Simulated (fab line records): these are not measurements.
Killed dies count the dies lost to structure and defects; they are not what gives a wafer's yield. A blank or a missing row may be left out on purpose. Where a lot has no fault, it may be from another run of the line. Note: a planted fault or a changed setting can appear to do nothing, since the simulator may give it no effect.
Chamber matching    flow n5Finfet    N5_BEOL_M13_DESCUM_33 on rieDiel-01: 4 sister chambers
The step chemistry O2, time 7.9 s. 4 wafers are shown with their chamber, then 7 later ones without.

## EACH WAFER AND ITS CHAMBER
wafer   chamber  drypumpMotorCurrentA (A)
L079.3  1        6.1
L087.1  0        6.2
L089.1  3        5.6
L089.2  2        5.3

## WAFERS WITH NO CHAMBER GIVEN
wafer   drypumpMotorCurrentA (A)
L089.4  6.0
L093.4  6.1
L093.5  5.2
L093.6  6.2
L097.1  5.6
L097.3  5.2
L097.5  5.6

## WHICH CHAMBER EACH ONE RAN IN
wafer   from the rows above      in truth
L089.4  can't be placed: 1 or 0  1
L093.4  can't be placed: 1 or 0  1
L093.5  2                        2
L093.6  can't be placed: 0 or 1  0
L097.1  3                        3
L097.3  2                        2
L097.5  3                        3
Placed correctly: 4 of 7. Can't be placed from these rows: 3 (the true chamber is among the candidates in 3). Number placed wrongly: 0.
How it was worked out, from the rows above alone: a wafer's distance from a chamber is the root of the sum, over the readings, of the square of ((its reading less the chamber's mean) divided by the reading's scatter). The wafer belongs to the nearest chamber; if the next one is less than 2 further off, it can't be placed. For every chamber, the mean is computed from those of its wafers that are shown. The scatter: root of mean squared gap, hidden wafer to nearest shown wafer, with one shown wafer a chamber.
